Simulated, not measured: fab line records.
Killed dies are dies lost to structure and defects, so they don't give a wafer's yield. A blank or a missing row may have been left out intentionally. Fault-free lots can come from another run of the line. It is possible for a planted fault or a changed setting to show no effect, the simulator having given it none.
fab line records	flow n5Finfet
record lots=24	wafers=72	lastDay=18
route steps=1938 shown SD_EPI_N@289 SD_EPI_P@306 ILD0@340 HKMG_FIN@387
lots that met no fault: taken from a fault-free run of the same line
startH: the number of hours between the record's first day and the start of the first shown wafer of the lot	waitH: hours elapsed since this lot's preceding step	" the same as in the row above	L1.1+2: a row that stands for several wafers	- value missing, or start not given	* or withheld: withheld	< > ~ a bound
route shown NAME@n: names a module that has steps shown in the file, with the first one's number in the route	usual: the fault-free wafers' mean and standard deviation	same: alike in all rows	chamber/n: place in a boat	sites: readings site by site	_std_site: how widely they spread, as a standard deviation	_edge_site: outer sites' mean less inner sites'	radiusMm: how far each site lies from the wafer's centre	mask NAME#n: copy n	behind: tool/chamber where the wafer was last shaped	hold: what put the lot on hold/how long, in hours/how the hold closed	device: transistor that didn't switch, given as n, p or np	end of line: at the end of the route, the tests of the same wafers	step lacking rows: just its recipe	killed: not the wafer's yield, but the dies lost to structure and defects at the first sort	map: per-die view of a wafer (x killed, . not killed, _ where there is no die)
set.NAME: setting as actually run; set.NAME@STEP: the setting as run at that earlier step	model.NAME: the simulator's own value behind a step, which no gauge read
steps of the route over a sample of lots; a table a step, a row a wafer
services: when a tool's chamber went out of use (startH, in hours from the record's first day, below 0 if earlier), for how many hours, and the reason
## steps
# step N5_SD_EPI_N_EPI_MEAS_23
# recipe mode=xrd
# usual thkNm=59.2/1.2
lot.wafer	tool	chamber	startH	waitH	thkNm
L074.1	filmMetro-01	-	59.03	1.4	60.1
L074.4	"	-	"	"	57.7
L074.5	"	-	"	"	58.7
L075.3	filmMetro-01	-	61.11	1.2	58.2
L075.5	"	-	"	"	58.5
L075.6	"	-	"	"	58.0
L076.1	filmMetro-01	-	67.18	1.4	60.3
L076.3	"	-	"	"	59.5
L076.5	"	-	"	"	59.6
L078.1	filmMetro-02	-	78.35	1.4	59.5
L078.4	"	-	"	"	58.8
L078.5	"	-	"	"	59.0
L077.1	filmMetro-01	-	78.48	1.9	59.8
L077.5	"	-	"	"	60.6
L077.6	"	-	"	"	58.1
L079.2	filmMetro-01	-	88.37	1.5	59.8
L079.4	"	-	"	"	61.3
L079.6	"	-	"	"	61.7
L080.1	filmMetro-01	-	91.97	1.9	59.0
L080.2	"	-	"	"	57.5
L080.5	"	-	"	"	57.6
L081.1	filmMetro-01	-	98.12	1.9	57.6
L081.2	"	-	"	"	59.9
L081.5	"	-	"	"	59.7
L082.2	filmMetro-01	-	102.81	2.0	58.7
L082.4	"	-	"	"	57.5
L082.5	"	-	"	"	60.3
L083.1	filmMetro-02	-	110.28	1.4	60.6
L083.2	"	-	"	"	58.6
L083.5	"	-	"	"	59.5
L084.1	filmMetro-02	-	116.01	1.4	59.3
L084.4	"	-	"	"	56.8
L084.5	"	-	"	"	57.9
L085.2	filmMetro-01	-	120.54	2.0	60.6
L085.5	"	-	"	"	60.4
L085.6	"	-	"	"	58.5
L086.1	filmMetro-02	-	125.62	1.4	60.4
L086.3	"	-	"	"	58.3
L086.4	"	-	"	"	57.7
L087.3	filmMetro-02	-	129.15	0.9	57.5
L087.5	"	-	"	"	59.6
L087.6	"	-	"	"	61.4
L088.1	filmMetro-02	-	137.41	1.9	59.7
L088.2	"	-	"	"	59.6
L088.3	"	-	"	"	60.8
L089.1	filmMetro-01	-	145.85	3.4	57.7
L089.4	"	-	"	"	58.9
L089.6	"	-	"	"	60.0
L090.1	filmMetro-01	-	148.42	1.9	61.6
L090.4	"	-	"	"	60.4
L090.5	"	-	"	"	57.4
L091.1	filmMetro-01	-	156.78	1.4	57.8
L091.4	"	-	"	"	60.6
L091.5	"	-	"	"	58.3
L092.1	filmMetro-01	-	160.65	1.9	58.5
L092.4	"	-	"	"	58.3
L092.5	"	-	"	"	58.2
L093.1	filmMetro-01	-	169.73	1.4	59.6
L093.4	"	-	"	"	59.0
L093.6	"	-	"	"	60.9
L094.1	filmMetro-01	-	174.67	1.4	59.2
L094.5	"	-	"	"	58.1
L094.6	"	-	"	"	60.3
L095.3	filmMetro-01	-	179.52	0.9	57.8
L095.5	"	-	"	"	59.3
L095.6	"	-	"	"	59.5
L096.1	filmMetro-02	-	185.69	1.4	57.6
L096.3	"	-	"	"	61.3
L096.5	"	-	"	"	59.6
L097.2	filmMetro-02	-	193.66	2.0	58.7
L097.4	"	-	"	"	59.9
L097.6	"	-	"	"	58.5
# step N5_SD_EPI_P_DESCUM_14
# recipe chemistry=O2	timeS=7.9	sourcePowerW=50	biasPowerW=20	pressureMtorr=20	rfFrequencyHz=2.712e+07	tempC=40	resist=CAR-ArF-block	o2FlowSccm=225
# usual drypumpMotorCurrentA=5.7/0.54	oesProductAu=0.73/0.039	rfVppV=243.0/1.1	showerheadPlenumPTorr=2.07/0.046	tempC=39.99/0.11	throttleValvePct=20.57/0.22
lot.wafer	tool	chamber	startH	waitH	drypumpMotorCurrentA	oesProductAu	rfHoursCounterH	rfVppV	showerheadPlenumPTorr	tempC	throttleValvePct
L074.1	rieDiel-05	3	60.08	0.0	5.6	0.74	164	243.2	2.09	40.13	20.90
L074.4	"	2	"	"	5.5	0.72	206	243.2	2.07	40.11	20.30
L074.5	"	3	"	"	5.6	0.75	-	244.1	2.09	39.88	20.89
L075.3	rieDiel-05	0	62.15	0.0	5.4	0.72	178	243.1	2.08	40.00	20.51
L075.5	"	3	"	"	5.6	0.75	-	242.4	2.09	40.09	20.90
L075.6	"	2	"	"	5.5	0.72	-	243.2	2.07	40.07	20.32
L076.1	rieDiel-02	3	68.23	0.0	4.7	0.76	154	244.1	2.10	39.98	20.62
L076.3	"	0	"	"	6.0	0.74	180	243.2	2.08	40.04	20.77
L076.5	"	0	"	"	6.0	0.73	-	243.4	2.08	39.96	20.77
L078.1	rieDiel-04	0	79.27	0.0	6.1	0.75	150	241.9	2.10	39.93	20.55
L078.4	"	2	"	"	5.5	0.78	138	245.0	2.19	40.07	20.48
L078.5	"	0	"	"	6.2	0.74	-	243.5	2.10	39.99	20.54
L077.1	rieDiel-02	0	79.63	0.2	6.0	0.73	183	243.3	2.08	39.92	20.78
L077.5	"	0	"	"	6.0	0.73	-	242.3	2.08	39.89	20.78
L077.6	"	3	"	"	4.7	0.76	-	244.2	2.10	39.88	20.62
L079.2	rieDiel-05	0	89.69	0.0	5.4	0.71	187	244.4	2.08	39.94	20.50
L079.4	"	1	"	"	6.7	0.73	179	242.8	2.08	39.98	20.61
L079.6	"	0	"	"	5.4	0.71	-	243.0	2.08	40.07	20.51
L080.1	rieDiel-05	0	93.50	0.0	5.4	0.71	188	242.6	2.08	40.06	20.50
L080.2	"	1	"	"	6.7	0.73	181	244.4	2.08	39.97	20.62
L080.5	"	3	"	"	5.6	0.74	-	243.6	2.08	39.81	20.90
L081.1	rieDiel-02	3	99.08	0.0	4.7	0.75	159	243.6	2.09	39.90	20.61
L081.2	"	0	"	"	6.0	0.72	190	241.7	2.08	40.03	20.78
L081.5	"	0	"	"	6.0	0.72	-	244.6	2.08	39.98	20.79
L082.2	rieDiel-02	3	104.36	0.5	4.7	0.75	161	244.2	2.09	39.80	20.63
L082.4	"	0	"	"	6.0	0.73	192	243.9	2.07	40.13	20.80
L082.5	"	3	"	"	4.8	0.75	-	244.2	2.09	39.83	20.62
L083.1	rieDiel-04	2	112.09	0.3	5.5	0.78	146	243.9	2.19	39.98	20.48
L083.2	"	3	"	"	5.7	0.71	218	241.9	1.98	40.08	20.78
L083.5	"	2	"	"	5.5	0.78	-	245.7	2.19	40.08	20.50
L084.1	rieDiel-02	0	117.07	0.0	6.0	0.73	195	243.9	2.07	39.87	20.79
L084.4	"	3	"	"	4.8	0.75	164	242.1	2.09	40.09	20.64
L084.5	"	0	"	"	6.0	0.72	-	243.9	2.07	39.81	20.80
L085.2	rieDiel-02	3	122.01	0.3	4.8	0.75	166	242.3	2.09	40.05	20.63
L085.5	"	1	"	"	5.9	0.70	-	239.7	1.97	40.05	20.30
L085.6	"	0	"	"	6.0	0.73	-	243.7	2.07	40.11	20.80
L086.1	rieDiel-05	1	126.54	0.0	6.7	0.71	191	243.0	2.07	40.12	20.62
L086.3	"	2	"	"	5.5	0.70	227	243.0	2.06	40.02	20.34
L086.4	"	3	"	"	5.6	0.73	185	243.3	2.08	40.08	20.91
L087.3	rieDiel-02	1	130.20	0.0	5.9	0.70	248	241.7	1.96	39.97	20.31
L087.5	"	2	"	"	5.6	0.77	-	243.7	2.11	39.96	20.24
L087.6	"	1	"	"	5.9	0.69	-	241.2	1.96	39.97	20.31
L088.1	rieDiel-05	1	138.46	0.0	6.7	0.71	195	243.6	2.07	40.03	20.64
L088.2	"	0	"	"	5.4	0.70	202	242.6	2.07	39.94	20.52
L088.3	"	2	"	"	5.5	0.71	230	242.0	2.06	40.00	20.33
L089.1	rieDiel-05	0	146.96	0.0	5.4	0.70	205	242.0	2.07	40.13	20.51
L089.4	"	3	"	"	5.6	0.72	191	243.0	2.08	40.00	20.92
L089.6	"	1	"	"	6.8	0.71	-	242.5	2.07	39.80	20.65
L090.1	rieDiel-02	0	149.39	0.0	6.0	0.72	206	242.5	2.07	39.95	20.81
L090.4	"	3	"	"	4.7	0.75	-	243.9	2.09	40.12	20.65
L090.5	"	0	"	"	6.0	0.72	-	242.3	2.07	39.99	20.80
L091.1	rieDiel-05	0	158.04	0.2	5.4	0.70	208	243.7	2.07	40.15	20.56
L091.4	"	1	"	"	6.7	0.70	201	243.4	2.07	39.76	20.66
L091.5	"	2	"	"	5.5	0.71	-	242.6	2.06	39.92	20.36
L092.1	rieDiel-02	3	162.31	0.3	4.7	0.73	181	243.2	2.09	40.11	20.66
L092.4	"	1	"	"	5.9	0.98	2	246.6	2.23	39.89	19.98
L092.5	"	0	"	"	6.0	0.72	-	242.6	2.07	39.75	20.82
L093.1	rieDiel-04	0	170.78	0.0	6.1	0.72	177	242.9	2.09	39.92	20.57
L093.4	"	2	"	"	5.5	0.76	165	243.6	2.18	39.91	20.50
L093.6	"	3	"	"	5.6	0.70	-	242.6	1.97	40.08	20.79
L094.1	rieDiel-05	1	176.02	0.5	6.8	0.71	206	243.5	2.07	40.18	20.66
L094.5	"	3	"	"	5.6	0.72	-	243.3	2.08	39.78	20.95
L094.6	"	0	"	"	5.4	0.70	-	244.3	2.07	39.94	20.55
L095.3	rieDiel-02	1	180.44	0.0	5.9	0.95	7	244.7	2.22	40.13	19.99
L095.5	"	3	"	"	4.8	0.74	-	243.0	2.09	40.09	20.66
L095.6	"	0	"	"	6.0	0.71	-	243.3	2.07	39.96	20.83
L096.1	rieDiel-05	1	187.54	0.0	6.7	0.71	209	243.3	2.07	39.94	20.66
L096.3	"	0	"	"	5.4	0.69	216	242.8	2.07	39.99	20.57
L096.5	"	0	"	"	5.4	0.69	-	243.3	2.07	39.85	20.54
L097.2	rieDiel-05	1	194.69	0.0	6.7	0.70	210	243.3	2.07	40.01	20.63
L097.4	"	0	"	"	5.4	0.69	217	241.3	2.07	40.18	20.54
L097.6	"	3	"	"	5.6	0.71	-	243.5	2.07	39.82	20.93
# step N5_ILD0_CMP_07
# recipe stopOn=poly-Si	material=SiO2_flowable	tOverpolishS=1.18	postCmpClean=alkalineBrush	downForcePsi=4.1491	platenRpm=51.796	padVelocityMS=1.0306	targetThkNm=138.88
# usual motorCurrentA=12.2/1.8	padLifeWafers=1196/550
lot.wafer	tool	chamber	startH	waitH	motorCurrentA	padLifeWafers
L074.1	cmp-03	1	68.37	0.0	13.9	1590
L074.4	"	0	"	"	9.6	1593
L074.5	"	1	"	"	13.8	-
L075.3	cmp-02	0	73.62	0.1	10.8	590
L075.5	"	2	"	"	14.3	-
L075.6	"	3	"	"	11.5	-
L076.1	cmp-04	3	75.53	0.1	11.0	1075
L076.3	"	1	"	"	11.3	1077
L076.5	"	3	"	"	10.9	-
L078.1	cmp-02	2	87.57	0.0	14.0	714
L078.4	"	1	"	"	14.3	717
L078.5	"	3	"	"	11.5	-
L077.1	cmp-04	1	89.09	0.0	10.9	1188
L077.5	"	1	"	"	11.4	-
L077.6	"	2	"	"	10.7	-
L079.2	cmp-02	1	99.92	0.0	14.4	822
L079.4	"	2	"	"	14.3	823
L079.6	"	1	"	"	14.7	-
L080.1	cmp-03	2	101.26	0.1	9.5	1879
L080.2	"	3	"	"	15.5	1880
L080.5	"	1	"	"	13.6	-
L081.2	cmp-04	1	106.33	0.1	11.4	1327
L081.1	"	3	"	"	10.9	1329
L081.5	"	0	"	"	13.5	-
L082.4	cmp-02	1	111.57	0.0	13.5	906
L082.2	"	2	"	"	14.2	907
L082.5	"	1	"	"	15.3	-
L083.1	cmp-04	2	119.50	0.1	10.8	1430
L083.2	"	3	"	"	10.5	1431
L083.5	"	1	"	"	11.5	-
L084.4	cmp-03	0	124.71	0.2	9.3	2072
L084.1	"	1	"	"	14.4	2073
L084.5	"	2	"	"	9.2	-
L085.2	cmp-02	2	131.24	0.1	13.4	1064
L085.6	"	0	"	"	10.2	-
L085.5	"	1	"	"	14.1	-
L086.1	cmp-02	0	134.32	0.0	10.5	1110
L086.4	"	1	"	"	15.3	1111
L086.3	"	3	"	"	11.5	1113
L087.3	cmp-02	2	137.68	0.1	13.2	1143
L087.5	"	3	"	"	11.4	-
L087.6	"	0	"	"	11.0	-
L088.1	cmp-04	1	146.30	0.1	11.0	1693
L088.2	"	2	"	"	10.5	1694
L088.3	"	3	"	"	10.3	1695
L089.1	cmp-03	0	154.28	0.1	9.7	116
L089.4	"	1	"	"	14.3	117
L089.6	"	3	"	"	15.1	-
L090.1	cmp-02	0	157.65	0.0	10.5	1302
L090.4	"	1	"	"	14.4	1303
L090.5	"	1	"	"	14.2	-
L091.1	cmp-02	1	165.30	0.1	14.3	1357
L091.4	"	3	"	"	10.9	1359
L091.5	"	0	"	"	10.6	-
L092.4	cmp-04	1	171.74	0.1	10.8	1892
L092.1	"	2	"	"	9.9	1893
L092.5	"	0	"	"	13.5	-
L093.1	cmp-02	0	180.83	0.0	11.0	1470
L093.4	"	3	"	"	11.3	1473
L093.6	"	0	"	"	11.0	-
L094.1	cmp-02	0	183.35	0.1	10.2	1497
L094.6	"	1	"	"	15.0	-
L094.5	"	2	"	"	14.4	-
L095.3	cmp-04	3	190.02	0.1	10.9	2043
L095.6	"	0	"	"	13.3	-
L095.5	"	1	"	"	11.1	-
L096.1	cmp-04	3	196.14	0.0	11.1	0
L096.3	"	0	"	"	12.4	1
L096.5	"	3	"	"	10.9	-
L097.2	cmp-03	2	202.05	0.1	9.5	410
L097.4	"	3	"	"	14.8	411
L097.6	"	0	"	"	9.8	-
# step N5_HKMG_FIN_HK_ANNEAL_02
# recipe tempC=700	timeS=30	ambient=N2	idleTempC=600	rampUpCPerS=150	rampDownCPerS=60	coolToC=600
# usual lampPowerPct=8.81/0.049	wafer_temp_C_max=702.9/0.62
lot.wafer	tool	chamber	startH	waitH	lampPowerPct	wafer_temp_C_max
L074.1	rtpAnneal-02	0	77.13	0.1	8.85	703.0
L074.4	"	0	"	"	8.84	702.1
L074.5	"	0	"	"	8.83	702.8
L075.3	rtpAnneal-02	0	82.52	0.2	8.84	703.1
L075.5	"	0	"	"	8.83	702.1
L075.6	"	0	"	"	8.72	703.0
L076.1	rtpAnneal-02	0	84.49	0.2	8.78	702.4
L076.3	"	0	"	"	8.83	703.4
L076.5	"	0	"	"	8.90	703.6
L078.1	rtpAnneal-01	0	97.25	0.1	8.82	703.3
L078.4	"	0	"	"	8.73	702.3
L078.5	"	0	"	"	8.74	703.1
L077.1	rtpAnneal-01	0	99.58	0.2	8.82	704.5
L077.5	"	0	"	"	8.89	703.6
L077.6	"	0	"	"	8.79	702.8
L079.2	rtpAnneal-02	0	108.95	0.2	8.78	703.2
L079.4	"	0	"	"	8.71	702.8
L079.6	"	0	"	"	8.79	703.5
L080.1	rtpAnneal-01	0	109.84	0.1	8.82	703.4
L080.2	"	0	"	"	8.84	702.4
L080.5	"	0	"	"	8.89	702.7
L081.1	rtpAnneal-01	0	115.54	0.1	8.66	702.5
L081.2	"	0	"	"	8.80	703.0
L081.5	"	0	"	"	8.82	701.9
L082.2	rtpAnneal-01	0	120.43	0.1	8.83	703.7
L082.4	"	0	"	"	8.78	703.8
L082.5	"	0	"	"	8.83	703.6
L083.1	rtpAnneal-01	0	128.30	0.1	8.83	704.1
L083.2	"	0	"	"	8.86	703.7
L083.5	"	0	"	"	8.85	702.8
L084.1	rtpAnneal-02	0	134.13	0.1	8.86	703.0
L084.4	"	0	"	"	8.76	702.4
L084.5	"	0	"	"	8.85	703.2
L085.2	rtpAnneal-01	0	140.69	0.1	8.89	703.5
L085.5	"	0	"	"	8.82	702.4
L085.6	"	0	"	"	8.80	702.6
L086.1	rtpAnneal-02	0	143.35	0.2	8.76	703.2
L086.3	"	0	"	"	8.76	702.8
L086.4	"	0	"	"	8.83	702.8
L087.3	rtpAnneal-01	0	146.67	0.2	8.71	702.1
L087.5	"	0	"	"	8.76	702.6
L087.6	"	0	"	"	8.86	703.1
L088.1	rtpAnneal-02	0	155.49	0.1	8.90	703.3
L088.2	"	0	"	"	8.84	702.8
L088.3	"	0	"	"	8.79	703.4
L089.1	rtpAnneal-01	0	163.08	0.2	8.80	702.5
L089.4	"	0	"	"	8.79	703.3
L089.6	"	0	"	"	8.89	701.1
L090.1	rtpAnneal-02	0	166.54	0.1	8.76	702.8
L090.4	"	0	"	"	8.76	701.8
L090.5	"	0	"	"	8.88	702.3
L091.1	rtpAnneal-01	0	175.16	0.1	8.88	702.9
L091.4	"	0	"	"	8.81	703.2
L091.5	"	0	"	"	8.82	701.7
L092.1	rtpAnneal-01	0	180.98	0.1	8.80	703.1
L092.4	"	0	"	"	8.79	701.9
L092.5	"	0	"	"	8.82	703.8
L093.1	rtpAnneal-02	0	189.56	0.1	8.76	703.1
L093.4	"	0	"	"	8.76	702.4
L093.6	"	0	"	"	8.82	703.0
L094.1	rtpAnneal-02	0	192.37	0.1	8.69	702.8
L094.5	"	0	"	"	8.75	703.5
L094.6	"	0	"	"	8.81	702.6
L095.3	rtpAnneal-01	0	199.41	0.2	8.82	704.2
L095.5	"	0	"	"	8.75	703.1
L095.6	"	0	"	"	8.90	703.3
L096.1	rtpAnneal-01	0	205.60	0.1	8.74	703.6
L096.3	"	0	"	"	8.71	703.8
L096.5	"	0	"	"	8.76	703.3
L097.2	rtpAnneal-02	0	211.05	0.1	8.78	702.7
L097.4	"	0	"	"	8.87	703.1
L097.6	"	0	"	"	8.79	703.0
# step N5_HKMG_FIN_OVL_MEAS_50
# recipe pointsPerWafer=44
# usual NDIPOLE_OVL=0.2/0.7
lot.wafer	tool	chamber	startH	waitH	NDIPOLE_OVL[nm]
L074.1	overlay-02	0	77.92	0.0	-0.8
L074.4	"	0	"	"	1.2
L074.5	"	0	"	"	0.2
L075.3	overlay-01	0	83.40	0.0	-1.1
L075.5	"	0	"	"	-0.4
L075.6	"	0	"	"	-0.3
L076.1	overlay-02	0	85.30	0.0	0.6
L076.3	"	0	"	"	0.5
L076.5	"	0	"	"	1.1
L078.1	overlay-02	0	98.04	0.0	1.1
L078.4	"	0	"	"	0.7
L078.5	"	0	"	"	-0.8
L077.1	overlay-01	0	100.37	0.0	0.0
L077.5	"	0	"	"	0.2
L077.6	"	0	"	"	-0.4
L079.2	overlay-01	0	109.58	0.0	0.6
L079.4	"	0	"	"	-0.2
L079.6	"	0	"	"	-0.9
L080.1	overlay-01	0	110.65	0.0	-0.2
L080.2	"	0	"	"	0.6
L080.5	"	0	"	"	-0.3
L081.1	overlay-02	0	116.21	0.0	1.1
L081.2	"	0	"	"	1.3
L081.5	"	0	"	"	1.2
L082.2	overlay-01	0	121.20	0.0	-0.1
L082.4	"	0	"	"	-0.6
L082.5	"	0	"	"	-0.7
L083.1	overlay-02	0	128.97	0.0	-0.8
L083.2	"	0	"	"	0.5
L083.5	"	0	"	"	-1.1
L084.1	overlay-01	0	134.92	0.0	0.1
L084.4	"	0	"	"	1.4
L084.5	"	0	"	"	0.2
L085.2	overlay-01	0	141.47	0.0	0.9
L085.5	"	0	"	"	0.9
L085.6	"	0	"	"	2.0
L086.1	overlay-02	0	144.03	0.0	0.3
L086.3	"	0	"	"	1.1
L086.4	"	0	"	"	0.3
L087.3	overlay-01	0	147.28	0.0	-1.1
L087.5	"	0	"	"	-0.2
L087.6	"	0	"	"	0.5
L088.1	overlay-01	0	156.27	0.0	0.1
L088.2	"	0	"	"	0.0
L088.3	"	0	"	"	-0.3
L089.1	overlay-02	0	163.86	0.0	0.6
L089.4	"	0	"	"	0.0
L089.6	"	0	"	"	-0.5
L090.1	overlay-02	0	167.34	0.0	0.5
L090.4	"	0	"	"	0.2
L090.5	"	0	"	"	-0.5
L091.1	overlay-02	0	176.15	0.0	1.7
L091.4	"	0	"	"	-0.7
L091.5	"	0	"	"	0.8
L092.1	overlay-01	0	181.77	0.0	-0.6
L092.4	"	0	"	"	0.7
L092.5	"	0	"	"	-0.3
L093.1	overlay-01	0	190.36	0.0	1.0
L093.4	"	0	"	"	-0.3
L093.6	"	0	"	"	-0.1
L094.1	overlay-01	0	193.17	0.0	0.8
L094.5	"	0	"	"	0.1
L094.6	"	0	"	"	-0.3
L095.3	overlay-01	0	200.13	0.0	-0.3
L095.5	"	0	"	"	0.9
L095.6	"	0	"	"	1.3
L096.1	overlay-02	0	206.26	0.0	0.9
L096.3	"	0	"	"	0.5
L096.5	"	0	"	"	0.7
L097.2	overlay-02	0	211.81	0.0	0.1
L097.4	"	0	"	"	-1.2
L097.6	"	0	"	"	-0.6
# step N5_HKMG_FIN_STRIP_89
# recipe chemistry=N2/H2	material=SOC	timeS=20	powerW=500	tempC=40	pressureMtorr=50	rfFrequencyHz=6e+07	biasPowerW=8	h2Frac=0.5	n2FlowSccm=300	h2FlowSccm=300
# usual drypumpMotorCurrentA=5.8/0.41	oesProductAu=0.80/0.077	rfVppV=54.3/0.93	showerheadPlenumPTorr=3.40/0.12	tempC=39.97/0.11	throttleValvePct=19.0/0.42
lot.wafer	tool	chamber	startH	waitH	drypumpMotorCurrentA	oesProductAu	rfHoursCounterH	rfVppV	showerheadPlenumPTorr	tempC	throttleValvePct
L074.1	rieDiel-06	2	82.95	0.0	6.9	0.76	143	52.8	3.35	39.96	18.9
L074.4	"	0	"	"	5.8	0.79	106	55.3	3.39	39.89	18.8
L074.5	"	2	"	"	6.9	0.77	-	55.1	3.35	40.04	19.0
L075.3	rieDiel-01	3	88.47	0.0	6.1	0.68	235	54.1	3.31	39.91	18.7
L075.5	"	1	"	"	5.5	0.86	-	54.9	3.40	40.11	18.5
L075.6	"	2	"	"	5.9	0.75	-	55.3	3.51	39.87	19.5
L076.1	rieDiel-01	3	90.17	0.0	6.2	0.67	236	53.2	3.31	39.83	18.7
L076.3	"	1	"	"	5.5	0.86	74	54.2	3.40	39.93	18.5
L076.5	"	1	"	"	5.6	0.85	-	54.4	3.40	39.82	18.5
L078.1	rieDiel-03	3	102.96	0.0	5.1	0.72	193	55.1	3.20	39.86	19.0
L078.4	"	1	"	"	5.8	0.95	7	56.0	3.56	39.89	18.4
L078.5	"	1	"	"	5.8	0.97	-	55.6	3.56	39.93	18.4
L077.1	rieDiel-06	3	105.18	0.0	5.5	0.88	60	54.3	3.41	40.07	18.8
L077.5	"	3	"	"	5.5	0.88	-	55.0	3.41	40.01	18.8
L077.6	"	0	"	"	5.8	0.79	-	53.1	3.38	39.95	18.9
L079.2	rieDiel-03	3	114.44	0.0	5.1	0.71	197	54.1	3.20	40.07	19.0
L079.4	"	1	"	"	5.8	0.94	11	54.6	3.56	40.08	18.4
L079.6	"	0	"	"	6.0	0.73	-	55.2	3.47	39.99	19.6
L080.1	rieDiel-03	3	116.04	0.0	5.1	0.71	198	52.6	3.20	40.02	19.0
L080.2	"	0	"	"	6.0	0.72	200	55.2	3.46	40.01	19.6
L080.5	"	1	"	"	5.8	0.95	-	54.4	3.56	40.04	18.4
L081.1	rieDiel-03	3	121.71	0.0	5.1	0.71	200	53.3	3.20	39.91	19.0
L081.2	"	0	"	"	6.0	0.72	202	53.3	3.46	39.83	19.6
L081.5	"	1	"	"	5.8	0.93	-	55.2	3.56	40.05	18.4
L082.2	rieDiel-06	1	126.36	0.0	5.8	0.86	65	54.8	3.27	39.79	19.5
L082.4	"	2	"	"	6.9	0.76	157	53.5	3.34	39.79	19.0
L082.5	"	0	"	"	5.8	0.78	-	54.6	3.38	40.06	18.9
L083.1	rieDiel-03	0	134.26	0.0	6.0	0.71	206	55.9	3.46	40.13	19.6
L083.2	"	3	"	"	5.1	0.71	205	54.0	3.19	39.87	19.1
L083.5	"	0	"	"	6.0	0.73	-	52.7	3.46	40.00	19.6
L084.1	rieDiel-06	3	139.74	0.0	5.4	0.86	72	54.7	3.40	40.00	18.9
L084.4	"	2	"	"	6.8	0.75	163	53.9	3.34	40.17	19.0
L084.5	"	3	"	"	5.4	0.86	-	54.7	3.40	39.99	18.8
L085.2	rieDiel-06	2	147.06	0.0	6.8	0.75	165	55.2	3.34	39.91	19.0
L085.5	"	2	"	"	6.8	0.75	-	54.6	3.34	39.98	19.0
L085.6	"	3	"	"	5.4	0.86	-	54.5	3.40	39.76	18.8
L086.1	rieDiel-03	3	148.84	0.0	5.1	0.70	210	54.5	3.19	39.99	19.1
L086.3	"	0	"	"	6.0	0.72	211	55.0	3.46	39.90	19.6
L086.4	"	1	"	"	5.8	0.90	23	55.1	3.55	39.92	18.5
L087.3	rieDiel-03	1	152.34	0.0	5.8	0.91	25	54.8	3.55	39.85	18.5
L087.5	"	0	"	"	6.0	0.72	-	55.4	3.46	39.91	19.6
L087.6	"	3	"	"	5.1	0.71	-	52.4	3.19	39.89	19.1
L088.1	rieDiel-03	2	161.33	0.0	5.6	0.80	101	53.1	3.52	39.99	18.8
L088.2	"	0	"	"	6.0	0.71	214	53.5	3.46	40.03	19.6
L088.3	"	1	"	"	5.8	0.89	28	54.5	3.55	40.03	18.5
L089.1	rieDiel-03	2	168.70	0.0	5.7	0.80	103	53.6	3.52	40.31	18.8
L089.4	"	0	"	"	6.0	0.72	216	54.5	3.46	39.88	19.6
L089.6	"	1	"	"	5.8	0.89	-	54.1	3.55	40.24	18.5
L090.1	rieDiel-01	2	172.29	0.0	5.9	0.73	187	56.1	3.49	40.12	19.6
L090.4	"	1	"	"	5.5	0.83	107	53.9	3.38	40.06	18.5
L090.5	"	1	"	"	5.5	0.83	-	54.6	3.38	40.03	18.5
L091.1	rieDiel-06	1	181.39	0.0	5.8	0.83	82	53.1	3.26	39.98	19.5
L091.4	"	3	"	"	5.4	0.85	86	53.8	3.39	40.14	18.9
L091.5	"	0	"	"	5.8	0.76	-	54.3	3.37	39.99	18.9
L092.1	rieDiel-01	1	186.66	0.0	5.5	0.82	111	55.8	3.38	39.91	18.6
L092.4	"	2	"	"	5.9	0.72	191	54.8	3.49	39.84	19.6
L092.5	"	1	"	"	5.6	0.82	-	54.7	3.38	39.90	18.6
L093.1	rieDiel-03	2	195.20	0.0	5.7	0.79	111	55.2	3.52	39.87	18.8
L093.4	"	3	"	"	5.1	0.70	225	53.9	3.18	40.02	19.1
L093.6	"	0	"	"	6.0	0.71	-	53.2	3.45	40.05	19.7
L094.1	rieDiel-06	3	197.97	0.0	5.4	0.83	92	54.3	3.39	39.77	18.9
L094.5	"	2	"	"	6.9	0.74	-	54.6	3.33	39.96	19.0
L094.6	"	1	"	"	5.7	0.82	-	55.1	3.25	39.96	19.5
L095.3	rieDiel-01	1	204.96	0.0	5.5	0.81	117	54.3	3.38	39.96	18.6
L095.5	"	2	"	"	5.9	0.71	-	55.6	3.48	39.88	19.6
L095.6	"	3	"	"	6.1	0.90	-	53.9	3.29	39.94	18.4
L096.1	rieDiel-03	0	211.40	0.0	6.0	0.71	233	53.3	3.45	40.10	19.7
L096.3	"	1	"	"	5.8	0.87	44	54.9	3.54	40.07	18.5
L096.5	"	3	"	"	5.1	0.69	-	55.2	3.18	39.89	19.1
L097.2	rieDiel-03	1	217.24	0.0	5.8	0.87	46	54.0	3.54	39.95	18.5
L097.4	"	0	"	"	6.0	0.71	235	53.7	3.45	40.20	19.7
L097.6	"	1	"	"	5.8	0.88	-	55.6	3.54	39.90	18.5
## services
tool	chamber	startH	hours	kind
rieDiel-01	-	36.17	0.3	repair
cmp-02	-	37.28	5.3	pm
rieDiel-01	-	42.23	28.1	pm
rieDiel-03	3	57.16	4.1	repair
rieDiel-03	-	65.58	0.2	repair
rieDiel-03	1	71.21	-	clean
rieDiel-03	1	71.21	-	consumableReplace:focusRing
rieDiel-03	1	71.21	-	consumableReplace:showerhead
rieDiel-02	3	86.41	11.3	repair
rieDiel-04	3	97.35	10.8	repair
rieDiel-04	-	100.48	4.0	repair
rieDiel-01	3	105.15	7.8	repair
cmp-04	-	108.90	1.5	repair
cmp-03	-	133.15	4.0	pm
rieDiel-02	-	139.51	0.9	repair
cmp-03	-	139.82	3.8	repair
cmp-02	-	174.22	1.1	repair
rieDiel-06	-	174.50	0.2	repair
cmp-03	-	186.94	8.3	pm
rieDiel-03	1	191.39	1.3	repair
cmp-04	-	192.11	4.0	pm
rieDiel-02	0	202.66	7.8	repair
rieDiel-02	2	206.69	6.6	repair
cmp-02	-	211.14	20.4	pm
## key
fault none
